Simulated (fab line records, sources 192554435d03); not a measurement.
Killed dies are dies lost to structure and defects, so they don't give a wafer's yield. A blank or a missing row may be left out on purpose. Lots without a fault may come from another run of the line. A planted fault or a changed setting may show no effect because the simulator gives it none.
Which tool did it? | flow n5_finfet | 9 lots, 27 wafers sampled, at 6 steps of a route of 1938

WHAT THE GAUGES READ, wafer by wafer
N5_BEOL_M1_OVL_MEAS_12. Usual: M1_OVL 0.0 nm, standard deviation 0.77.
lot  | measured     | on         | M1_OVL (nm)    | flag
L273 | day 6 11:11  | overlay-02 | 0.1 0.7 -0.9   |
L274 | day 6 21:05  | overlay-01 | -0.8 -0.2 -0.3 |
L275 | day 7 00:43  | overlay-01 | -0.6 -0.7 -0.7 |
L279 | day 8 02:41  | overlay-01 | 1.2 0.8 1.1    |
L284 | day 9 11:05  | overlay-02 | 0.3 0.3 0.3    |
L288 | day 10 04:10 | overlay-01 | -1.2 -0.7 -0.9 |
L290 | day 10 17:20 | overlay-02 | 5.9 5.2 7.6    | OFF
L291 | day 10 18:04 | overlay-01 | 5.9 4.5 5.3    | OFF
L292 | day 11 06:38 | overlay-01 | 1.0 0.1 0.6    |

N5_BEOL_M1_INSPECT_13: inspects for defects (brightfield). Usual: raw_defect_count 402, standard deviation 88.
lot  | measured     | on                | raw_defect_count | flag
L273 | day 6 11:14  | defect_inspect-01 | 437 299 331      |
L274 | day 6 21:09  | defect_inspect-01 | 343 407 483      |
L275 | day 7 00:46  | defect_inspect-01 | 302 533 319      |
L279 | day 8 02:44  | defect_inspect-01 | 509 617 532      |
L284 | day 9 11:08  | defect_inspect-02 | 369 448 359      |
L288 | day 10 04:16 | defect_inspect-02 | 422 382 498      |
L290 | day 10 17:23 | defect_inspect-02 | 691 509 397      |
L291 | day 10 18:07 | defect_inspect-02 | 485 407 284      |
L292 | day 11 06:41 | defect_inspect-02 | 366 432 474      |

N5_BEOL_M4_RC_MEAS_101. Usual: DIBL_N 36.5 mV/V, standard deviation 1.7; DIBL_P 36.3 mV/V, standard deviation 2.1; IOFF_N 0.16 nA/um, standard deviation 0.036; IOFF_P 0.21 nA/um, standard deviation 0.037; ION_N 676 uA/um, standard deviation 12; ION_P 462 uA/um, standard deviation 7.6; SS_N 71.5 mV/dec, standard deviation 0.68; SS_P 73.3 mV/dec, standard deviation 0.63; VT_N 249 mV, standard deviation 3.5; VT_P -250 mV, standard deviation 3.5.
lot  | measured     | on        | DIBL_N (mV/V)  | DIBL_P (mV/V)  | IOFF_N (nA/um) | IOFF_P (nA/um) | ION_N (uA/um) | ION_P (uA/um) | SS_N (mV/dec)  | SS_P (mV/dec)  | VT_N (mV)   | VT_P (mV)      | flag
L273 | day 8 10:57  | prober-02 | 36.3 37.3 36.6 | 36.9 38.5 38.4 | 0.16 0.17 0.17 | 0.18 0.19 0.18 | 681 682 675   | 452 452 453   | 71.1 71.8 71.8 | 73.4 72.8 74.1 | 250 253 250 | -253 -255 -256 |
L274 | day 8 21:51  | prober-02 | 38.8 37.0 37.7 | 38.2 35.9 37.0 | 0.23 0.18 0.20 | 0.28 0.24 0.26 | 697 688 693   | 472 469 472   | 71.3 71.5 71.6 | 74.5 73.4 74.2 | 248 247 247 | -245 -248 -246 |
L275 | day 9 01:47  | prober-01 | 36.3 34.4 34.7 | 33.9 33.5 33.9 | 0.14 0.12 0.13 | 0.18 0.17 0.18 | 665 663 664   | 453 453 450   | 71.0 69.8 70.3 | 72.9 73.0 72.3 | 254 252 253 | -248 -250 -249 |
L279 | day 10 12:07 | prober-01 | 32.2 34.2 36.4 | 31.4 33.7 36.5 | 0.11 0.13 0.17 | 0.16 0.19 0.23 | 670 657 683   | 459 451 465   | 69.9 69.8 71.2 | 72.1 73.2 74.2 | 254 250 249 | -251 -253 -249 |
L284 | day 11 14:52 | prober-02 | 36.1 38.9 36.0 | 35.1 38.4 34.6 | 0.16 0.22 0.15 | 0.25 0.31 0.23 | 675 694 673   | 479 476 475   | 70.8 72.2 71.7 | 73.5 73.6 72.5 | 247 245 247 | -244 -239 -249 |
L288 | day 11 16:50 | prober-01 | 37.6 35.3 39.6 | 38.6 35.9 40.3 | 0.18 0.13 0.23 | 0.22 0.19 0.25 | 681 667 682   | 467 459 463   | 72.4 71.0 72.1 | 73.6 73.3 74.1 | 248 253 244 | -250 -251 -247 |
L290 | day 12 20:24 | prober-01 | 34.3 34.4 37.6 | 33.5 33.2 38.1 | 0.11 0.11 0.17 | 0.15 0.14 0.21 | 657 643 670   | 452 441 459   | 71.1 70.9 71.1 | 72.8 72.3 73.7 | 255 261 250 | -257 -260 -251 |
L291 | day 13 01:03 | prober-02 | 37.4 36.9 37.0 | 38.3 37.2 37.3 | 0.16 0.16 0.16 | 0.22 0.21 0.21 | 676 682 667   | 461 461 463   | 71.4 70.6 71.3 | 74.0 73.2 72.6 | 251 250 250 | -249 -251 -248 |
L292 | day 13 05:24 | prober-01 | 35.0 35.4 38.7 | 34.1 34.3 38.4 | 0.12 0.12 0.18 | 0.17 0.17 0.23 | 665 669 678   | 457 455 464   | 71.3 71.1 72.1 | 72.2 72.6 74.3 | 252 252 247 | -251 -255 -248 |

WHICH TOOL RAN EACH LOT (tool, then ch and the chambers of the sampled wafers, then the start)
lot  | N5_BEOL_M1_PECVD_72             | N5_BEOL_M1_EXPOSE_08              | N5_BEOL_M1_STRIP_66
L273 | pecvd-03 ch 1,2, day 6 10:19    | euv_scanner-02 ch 0, day 6 11:01  | rie_diel-01 ch 1,2, day 6 11:29
L274 | pecvd-02 ch 0,1,2, day 6 19:49  | euv_scanner-02 ch 0, day 6 20:56  | rie_diel-04 ch 0,1,3, day 6 21:23
L275 | pecvd-03 ch 1,2, day 6 23:11    | euv_scanner-02 ch 0, day 7 00:34  | rie_diel-01 ch 2,3, day 7 01:01
L279 | pecvd-02 ch 0,1, day 7 23:09    | euv_scanner-01 ch 0, day 8 02:32  | rie_diel-04 ch 0,1, day 8 02:59
L284 | pecvd-04 ch 0,1,2, day 9 10:10  | euv_scanner-02 ch 0, day 9 10:56  | rie_diel-01 ch 2,3, day 9 11:23
L288 | pecvd-03 ch 0,1, day 10 02:29   | euv_scanner-02 ch 0, day 10 04:01 | rie_diel-01 ch 2,3, day 10 04:31
L290 | pecvd-04 ch 0,2, day 10 15:29   | euv_scanner-02 ch 0, day 10 17:10 | rie_diel-05 ch 0,2,3, day 10 17:38
L291 | pecvd-02 ch 0,1, day 10 17:23   | euv_scanner-02 ch 0, day 10 17:55 | rie_diel-05 ch 0,2,3, day 10 18:25
L292 | pecvd-03 ch 0,1,2, day 11 05:33 | euv_scanner-01 ch 0, day 11 06:29 | rie_diel-05 ch 0,1,2, day 11 07:16
- N5_BEOL_M1_PECVD_72: deposits SiO2 from TEOS/O2, target thk 16 nm, time 18 s.
- N5_BEOL_M1_EXPOSE_08: exposes mask M1.
- N5_BEOL_M1_STRIP_66: strips in CF4.

WHAT THE TOOLS THEMSELVES READ (means of the sampled wafers that have a number; where no wafer has one, the mark that the record gives instead)
N5_BEOL_M1_PECVD_72. Usual: chamber_pressure_Torr 5.500 Torr, standard deviation 0.011; heater_power_w 624 W, standard deviation 80; showerhead_plenum_p_Torr 8.79 Torr, standard deviation 0.062; throttle_valve_pct 22.8 %, standard deviation 1.
lot  | tool     | chamber_pressure_Torr (Torr) | heater_power_w (W) | showerhead_plenum_p_Torr (Torr) | throttle_valve_pct (%) | flag
L273 | pecvd-03 | 5.507                        | 614                | 8.79                            | 22.4                   |
L274 | pecvd-02 | 5.493                        | 679                | 8.84                            | 22.6                   |
L275 | pecvd-03 | 5.492                        | 629                | 8.78                            | 22.6                   |
L279 | pecvd-02 | 5.500                        | 672                | 8.82                            | 22.0                   |
L284 | pecvd-04 | 5.496                        | 623                | 8.75                            | 22.8                   |
L288 | pecvd-03 | 5.499                        | 534                | 8.81                            | 23.4                   |
L290 | pecvd-04 | 5.515                        | 600                | 8.70                            | 23.0                   |
L291 | pecvd-02 | 5.492                        | 700                | 8.83                            | 22.1                   |
L292 | pecvd-03 | 5.503                        | 585                | 8.78                            | 23.0                   |

N5_BEOL_M1_STRIP_66. Usual: cf4_flow_sccm 150.0 sccm, standard deviation 0.45; chamber_pressure_mTorr 50.00 mTorr, standard deviation 0.044; drypump_motor_current_A 5.8 A, standard deviation 0.43; oes_product_au 0.79 a.u., standard deviation 0.063; power_w 300.1 W, standard deviation 0.79; rf_vpp_V 271.3 V, standard deviation 1.4; showerhead_plenum_p_Torr 1.81 Torr, standard deviation 0.056; throttle_valve_pct 13.59 %, standard deviation 0.17.
lot  | tool        | cf4_flow_sccm (sccm) | chamber_pressure_mTorr (mTorr) | drypump_motor_current_A (A) | oes_product_au (a.u.) | power_w (W) | rf_vpp_V (V) | showerhead_plenum_p_Torr (Torr) | throttle_valve_pct (%) | flag
L273 | rie_diel-01 | 150.3                | 49.96                          | 5.9                         | 0.85                  | 300.0       | 270.4        | 1.76                            | 13.36                  |
L274 | rie_diel-04 | 149.7                | 49.98                          | 5.5                         | 0.77                  | 299.5       | 271.2        | 1.80                            | 13.60                  |
L275 | rie_diel-01 | 149.9                | 49.98                          | 5.4                         | 0.80                  | 299.8       | 270.2        | 1.77                            | 13.55                  |
L279 | rie_diel-04 | 149.7                | 50.03                          | 5.3                         | 0.78                  | 300.3       | 271.7        | 1.83                            | 13.52                  |
L284 | rie_diel-01 | 149.4                | 50.01                          | 5.7                         | 0.77                  | 300.6       | 271.1        | 1.78                            | 13.58                  |
L288 | rie_diel-01 | 149.6                | 49.93                          | 5.4                         | 0.78                  | 300.5       | 270.6        | 1.76                            | 13.62                  |
L290 | rie_diel-05 | 150.3                | 49.97                          | 5.8                         | 0.79                  | 300.3       | 271.4        | 1.83                            | 13.68                  |
L291 | rie_diel-05 | 150.0                | 50.04                          | 5.8                         | 0.79                  | 300.1       | 272.4        | 1.83                            | 13.67                  |
L292 | rie_diel-05 | 150.0                | 50.04                          | 5.8                         | 0.81                  | 300.6       | 271.4        | 1.79                            | 13.65                  |

THE ANSWER, worked out from the rows above alone
Rule: a lot is off if the mean of its wafers that have a number lies more than 3 standard deviations from the usual mean. A lot without any number at a reading at which 4 lots or more have one is off too. The other lots that the step has rows for count as sound. The gauges are gone through in route order, then the tools' own readings, and for those a lot's mean is taken as printed above. The first step at which some lot is off is used, and at that step the reading that is off furthest; a lot without a number counts as furthest.
Off: L290, L291, at N5_BEOL_M1_OVL_MEAS_12 (M1_OVL).
A tool fits if, at a process step before that reading, it ran every lot that is off, and no sound lot after the first of them. The gauges at N5_BEOL_M1_OVL_MEAS_12 are tried like those tools. One fits: euv_scanner-02 at N5_BEOL_M1_EXPOSE_08. Its last sound lot is L288 (day 10 04:01), its first lot that is off L290 (day 10 17:10): a fault that began between those two fits.

WHAT THE SIMULATOR HAD PUT IN
Scanner matching overlay: euv_scanner-02, from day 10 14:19 on, at N5_BEOL_M1_EXPOSE_08. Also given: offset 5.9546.
Lots struck among those shown: L290, L291. The rule above found the same.
